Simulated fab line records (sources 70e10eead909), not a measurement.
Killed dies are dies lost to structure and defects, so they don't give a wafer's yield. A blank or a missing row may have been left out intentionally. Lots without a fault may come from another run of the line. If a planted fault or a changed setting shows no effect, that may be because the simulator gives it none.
fab line records    flow nandHarc
[record] lots = 14  wafers = 42  lastDay = 24
route steps=1159 shown A_STAIRCASE@733 A_SGD_CUT@772 END@1159
lots that met no fault: taken from a fault-free run of the same line
startH: hours from the record's opening day to when the first of the lot's shown wafers began    waitH: hours elapsed since this lot's preceding step    " identical to the entry in the row above    L1.1+2: several wafers, shown together as one row    - no value, or no start was given    * or withheld: withheld    < > ~ a bound
route shown NAME@n: names a module that has steps shown in the file, with the first one's number in the route    usual: the fault-free wafers' mean and standard deviation    same: alike in all rows    chamber/n: place in a boat    sites: readings site by site    _std_site: standard deviation across them    _edge_site: the outer-site mean with the inner-site mean subtracted    radiusMm: how far each site lies from the wafer's centre    mask NAME#n: copy n    behind: the most recent tool/chamber to have shaped the wafer    hold: cause of the lot's hold/its duration in hours/its outcome    device: whichever transistor did not switch (one of n, p or np)    end of line: tests of these same wafers at the route's end    a step given without rows: its recipe and nothing more    killed: dies lost to structure and defects at the first sort, not the wafer's yield    map: a wafer's dies, marking killed ones x, the rest . and places with no die _
set.NAME: the setting that was run; set.NAME@STEP: the one run at that earlier step    model.NAME: the simulator's own value behind a step, which no gauge read
a sample of lots followed through the steps of the route, with each step as a table and each wafer as a row
services: from which hour (startH, from the record's first day; less than 0 if before it) a tool's chamber was out of use, for how many hours, and why
[[steps]]
[step NHARC_A_STAIRCASE_CMP_450]
[recipe] targetThkNm = 200  material = SiO2
[usual] edgeZonePressureFrac = 0.999/0.0049  motorCurrentA = 12.4/1.3
lot.wafer  tool    chamber  startH  waitH  edgeZonePressureFrac  motorCurrentA
L745.4     cmp-02  3        300.39  -      0.998                 13.1
L745.6     "       3        "       "      1.005                 12.7
L745.5     "       0        "       "      1.001                 13.4
L746.1     cmp-02  2        320.56  -      1.004                 11.3
L746.6     "       2        "       "      1.007                 11.3
L746.5     "       3        "       "      0.990                 12.7
L748.1     cmp-04  1        320.86  -      1.000                 14.0
L748.4     "       2        "       "      0.994                 11.8
L748.2     "       3        "       "      1.008                 14.4
L747.3     cmp-01  2        321.16  -      1.001                 12.5
L747.5     "       3        "       "      0.996                 11.0
L747.6     "       0        "       "      1.005                 14.2
L752.1     cmp-01  0        330.48  -      1.001                 14.7
L752.2     "       1        "       "      0.999                 11.6
L752.4     "       2        "       "      1.011                 11.9
L750.1     cmp-01  0        331.27  -      1.004                 13.9
L750.2     "       2        "       "      0.998                 11.8
L750.6     "       3        "       "      0.997                 11.1
L751.3     cmp-04  0        346.39  -      1.003                 11.9
L751.5     "       3        "       "      0.997                 13.7
L751.6     "       0        "       "      1.005                 11.4
L753.4     cmp-04  1        360.02  -      1.005                 13.9
L753.6     "       1        "       "      0.994                 13.5
L753.5     "       2        "       "      0.998                 12.8
L754.4     cmp-02  1        371.42  -      0.995                 10.4
L754.6     "       2        "       "      0.997                 11.3
L754.5     "       3        "       "      0.997                 11.5
L758.1     cmp-04  1        386.71  -      1.004                 14.2
L758.5     "       1        "       "      1.003                 14.1
L758.6     "       2        "       "      0.998                 13.0
L757.1     cmp-01  3        395.20  -      0.993                 10.9
L757.3     "       0        "       "      0.999                 13.9
L757.6     "       3        "       "      0.994                 10.9
L762.1     cmp-01  0        395.49  -      0.992                 13.9
L762.3     "       2        "       "      0.997                 12.5
L762.4     "       3        "       "      0.999                 11.0
L767.1     cmp-04  3        433.65  -      0.995                 12.9
L767.2     "       2        "       "      1.003                 12.1
L767.6     "       3        "       "      0.998                 14.0
L768.1     cmp-02  2        452.44  -      0.998                 10.7
L768.2     "       0        "       "      1.000                 13.7
L768.4     "       1        "       "      1.003                 10.3
[step NHARC_A_STAIRCASE_ETCH_403]
[recipe] targetDepthA = 1082  chemistry = dHF  material = SiO2
lot.wafer   tool         chamber  startH  waitH
L745.4+6+5  wetBench-05  3,5,6    300.80  0.0
L746.5+1+6  wetBench-05  6,7,0    320.99  0.0
L748.2+1+4  wetBench-05  1,3,6    321.25  0.0
L747.3+5+6  wetBench-07  3,4,5    321.53  0.0
L752.2+4+1  wetBench-07  4,5,6    330.86  0.0
L750.1+2+6  wetBench-07  0,1,3    331.65  0.0
L751.3+6+5  wetBench-07  4,6,0    346.77  0.0
L753.5+4+6  wetBench-05  3,4,5    360.43  0.0
L754.6+4+5  wetBench-05  7,0,1    371.77  0.0
L758.5+6+1  wetBench-05  1,5,6    387.09  0.0
L757.1+6+3  wetBench-07  6,0,3    395.58  0.0
L762.3+1+4  wetBench-07  5,7,2    395.87  0.0
L767.6+1+2  wetBench-03  4,5,0    434.03  0.0
L768.4+1+2  wetBench-05  5,7,0    452.82  0.0
[step NHARC_A_SGD_CUT_CMP_21]
[recipe] targetThkNm = 148.19
[usual] edgeZonePressureFrac = 1.000/0.0051  motorCurrentA = 12.3/1.5  timeToEndpointS = 51/3.3
lot.wafer  tool    chamber  startH  waitH  edgeZonePressureFrac  motorCurrentA  timeToEndpointS
L745.4     cmp-02  3        308.75  0.4    0.995                 12.1           49
L745.6     "       2        "       "      1.005                 11.5           44
L745.5     "       3        "       "      0.996                 12.6           50
L748.1     cmp-04  2        329.70  0.4    0.988                 12.1           53
L748.4     "       0        "       "      0.997                 10.9           54
L748.2     "       1        "       "      1.003                 14.2           53
L747.3     cmp-02  3        329.75  0.4    1.001                 12.7           50
L747.5     "       1        "       "      0.997                 10.2           47
L747.6     "       2        "       "      0.994                 11.6           48
L746.1     cmp-03  3        329.78  0.4    1.001                 9.5            47
L746.6     "       0        "       "      0.997                 12.8           50
L746.5     "       1        "       "      0.997                 14.9           48
L752.2     cmp-02  0        338.82  0.4    1.008                 13.3           48
L752.4     "       2        "       "      1.002                 11.5           51
L752.1     "       3        "       "      1.003                 12.8           56
L750.1     cmp-04  0        338.84  0.4    1.003                 11.3           52
L750.2     "       1        "       "      1.001                 13.7           51
L750.6     "       0        "       "      1.002                 11.7           49
L751.3     cmp-04  2        354.78  0.4    0.997                 12.5           50
L751.6     "       2        "       "      0.995                 12.1           53
L751.5     "       3        "       "      0.997                 14.3           55
L753.4     cmp-04  1        368.88  0.4    0.995                 14.5           51
L753.6     "       3        "       "      1.003                 13.8           56
L753.5     "       0        "       "      1.003                 11.4           52
L754.4     cmp-03  0        380.60  0.4    0.997                 12.1           52
L754.5     "       2        "       "      0.998                 13.8           55
L754.6     "       3        "       "      1.002                 10.0           53
L758.1     cmp-03  0        395.01  0.4    0.994                 12.6           54
L758.6     "       3        "       "      1.002                 9.7            54
L758.5     "       0        "       "      0.996                 12.2           52
L762.3     cmp-02  2        404.89  0.4    0.996                 11.4           51
L762.1     "       3        "       "      0.992                 12.5           55
L762.4     "       1        "       "      1.002                 10.2           49
L757.3     cmp-03  1        407.27  0.4    1.005                 14.6           49
L757.1     "       2        "       "      0.996                 12.9           51
L757.6     "       1        "       "      0.995                 15.1           47
L767.1     cmp-04  0        441.95  0.4    1.004                 11.8           52
L767.2     "       2        "       "      1.001                 12.8           54
L767.6     "       0        "       "      1.004                 11.0           53
L768.1     cmp-02  3        461.88  0.4    1.001                 12.9           54
L768.4     "       0        "       "      0.994                 12.9           53
L768.2     "       2        "       "      1.006                 11.2           51
[step NHARC_A_SGD_CUT_THK_MEAS_22]
[recipe] thkMeasGauge = ellipsometry
[usual] thkNm = 148.1/1.4
lot.wafer  tool          chamber  startH  waitH  thkNm
L745.4     filmMetro-02  -        308.99  0.2    148.3
L745.5     "             -        "       "      149.5
L745.6     "             -        "       "      147.3
L748.1     filmMetro-02  -        329.96  0.2    148.4
L748.2     "             -        "       "      148.0
L748.4     "             -        "       "      149.2
L747.3     filmMetro-01  -        329.96  0.2    147.7
L747.5     "             -        "       "      147.6
L747.6     "             -        "       "      146.7
L746.1     filmMetro-02  -        329.96  0.2    147.0
L746.5     "             -        "       "      147.3
L746.6     "             -        "       "      148.2
L750.1     filmMetro-02  -        339.07  0.2    147.4
L750.2     "             -        "       "      149.9
L750.6     "             -        "       "      148.3
L752.1     filmMetro-01  -        339.07  0.2    148.2
L752.2     "             -        "       "      147.7
L752.4     "             -        "       "      148.8
L751.3     filmMetro-01  -        355.05  0.2    146.6
L751.5     "             -        "       "      146.5
L751.6     "             -        "       "      148.7
L753.4     filmMetro-01  -        369.08  0.2    148.6
L753.5     "             -        "       "      148.5
L753.6     "             -        "       "      145.8
L754.4     filmMetro-02  -        380.81  0.2    148.5
L754.5     "             -        "       "      149.3
L754.6     "             -        "       "      146.1
L758.1     filmMetro-01  -        395.25  0.2    149.5
L758.5     "             -        "       "      149.2
L758.6     "             -        "       "      148.1
L762.1     filmMetro-02  -        405.15  0.2    147.8
L762.3     "             -        "       "      146.7
L762.4     "             -        "       "      148.2
L757.1     filmMetro-01  -        407.50  0.2    147.7
L757.3     "             -        "       "      146.8
L757.6     "             -        "       "      150.1
L767.1     filmMetro-02  -        442.18  0.2    148.9
L767.2     "             -        "       "      148.8
L767.6     "             -        "       "      147.4
L768.1     filmMetro-01  -        462.14  0.2    150.7
L768.2     "             -        "       "      150.0
L768.4     "             -        "       "      148.1
[step NHARC_END_SORT_01]
[recipe] tempC = 25
[usual] killedAtArray = 28/10  killedAtOther = 0.5/0.82  killedAtPeriphery = 3.4/2.2  killedDies = 31/10  killedOpen = 3.4/1.9  killedShort = 1.9/1.3
[same] grossDies = 677
lot.wafer  tool       chamber  startH  waitH  killedAtArray  killedAtOther  killedAtPeriphery  killedDies  killedOpen  killedShort
L762.1     prober-02  0        547.43  2.5    103            0              2                  105         7           0
L762.3     prober-02  0        549.02  3.1    74             0              8                  82          5           3
L762.4     prober-02  0        549.81  3.4    87             0              2                  89          4           5
L757.1     prober-02  0        555.23  2.5    61             0              4                  65          3           1
L757.3     prober-02  0        556.80  3.1    81             0              4                  85          6           3
L757.6     prober-02  0        559.16  3.9    103            0              3                  106         7           4
// killed by level:class
L762.1 A_STAIRCASE:unspecified=71 A_SLIT:chamberFilmFlake=11 A_STAIRCASE:chamberFilmFlake=7 A_CHANNEL_HOLE_D1:chamberFilmFlake=4 A_CONTACT:chamberFilmFlake=3 A_ONON_D1:geometricParticle:open=2 P_M0:geometricParticle:open=1 A_SOURCE_PLATE:geometricParticle:open=1
L762.3 A_STAIRCASE:unspecified=38 A_SLIT:chamberFilmFlake=14 A_CONTACT:chamberFilmFlake=9 A_CHANNEL_HOLE_D1:chamberFilmFlake=6 P_STI:chamberFilmFlake=3 P_M0:chamberFilmFlake=3 A_CONTACT:geometricParticle:open=2 P_CONTACT:geometricParticle:short=1
L762.4 A_STAIRCASE:unspecified=52 A_SLIT:chamberFilmFlake=15 A_CHANNEL_HOLE_D1:chamberFilmFlake=4 A_STAIRCASE:chamberFilmFlake=3 A_BLC:chamberFilmFlake=3 A_CONTACT:geometricParticle:short=2 A_CONTACT:chamberFilmFlake=2 P_GATE:geometricParticle:short=1
L757.1 A_STAIRCASE:unspecified=35 A_CHANNEL_HOLE_D1:chamberFilmFlake=10 A_STAIRCASE:chamberFilmFlake=5 A_CONTACT:chamberFilmFlake=4 A_BLC:chamberFilmFlake=3 P_GATE:chamberFilmFlake=2 P_STI:geometricParticle:open=1 P_M1:geometricParticle:open=1
L757.3 A_STAIRCASE:unspecified=46 A_CHANNEL_HOLE_D1:chamberFilmFlake=19 A_BLC:chamberFilmFlake=4 A_CONTACT:geometricParticle:open=2 A_M0:geometricParticle:open=2 A_STAIRCASE:chamberFilmFlake=2 A_CONTACT:chamberFilmFlake=2 P_CONTACT:geometricParticle:open=1
L757.6 A_STAIRCASE:unspecified=69 A_CHANNEL_HOLE_D1:chamberFilmFlake=14 A_CONTACT:chamberFilmFlake=5 A_STAIRCASE:chamberFilmFlake=4 A_CONTACT:geometricParticle:open=2 P_GATE:geometricParticle:open=1 P_M0:geometricParticle:open=1 A_SOURCE_PLATE:geometricParticle:open=1
[[services]]
tool         chamber  startH  hours  kind
cmp-03       -        278.43  3.7    repair
cmp-01       -        281.30  4.0    pm
cmp-04       -        299.13  4.5    repair
cmp-04       -        303.67  4.0    pm
cmp-04       -        311.04  2.1    repair
cmp-01       -        315.12  2.1    repair
cmp-02       -        330.73  4.0    pm
cmp-01       -        341.05  4.1    repair
cmp-01       -        348.56  0.4    repair
cmp-02       -        351.73  0.2    repair
cmp-02       -        352.30  0.3    repair
cmp-03       -        352.43  4.0    pm
cmp-03       -        360.17  0.8    repair
wetBench-05  -        372.80  8.0    pm
cmp-01       -        379.30  4.0    pm
cmp-02       -        388.76  2.1    repair
cmp-04       -        401.67  4.0    pm
cmp-02       -        408.17  0.8    repair
cmp-03       -        411.27  0.8    repair
cmp-04       -        423.99  1.9    repair
cmp-03       -        425.55  1.3    repair
cmp-02       -        428.73  4.0    pm
wetBench-07  -        448.00  8.0    pm
cmp-01       -        451.49  0.6    repair
[[key]]
[firstSign] step = NHARC_END_SORT_01  reading = killedAtArray  direction = up  sigmas = 5.6  usual = 28  struck = 85
[effect] step = NHARC_END_SORT_01  reading = killedDies  direction = up  sigmas = 5.5  usual = 31  struck = 89
[moreKillsBornAt] NHARC_A_STAIRCASE_ETCH_403@wetBench-07 = 311
metAt NHARC_A_STAIRCASE_ETCH_403
struckLots L757,L762
testerLeftOut L757,L762
notActingAt NHARC_A_STAIRCASE_CMP_450,NHARC_A_SGD_CUT_CMP_21,NHARC_A_SGD_CUT_THK_MEAS_22
onsetBetween 346.77 395.58
[fault] kind = chamberParticleSource  tool = wetBench-07  chamber = -  onsetH = 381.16  steps = NHARC_A_STAIRCASE_ETCH_403  ratePerVisitCm2 = 0.39056  endH = 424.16
// testerLeftOut: of these lots the tester's yield and bins aren't shown, on N5 and GAA mostly nor the transistor test; their killed dies are dies lost to structure and defects alone, not to doping, threshold or leakage, so they don't give the yield
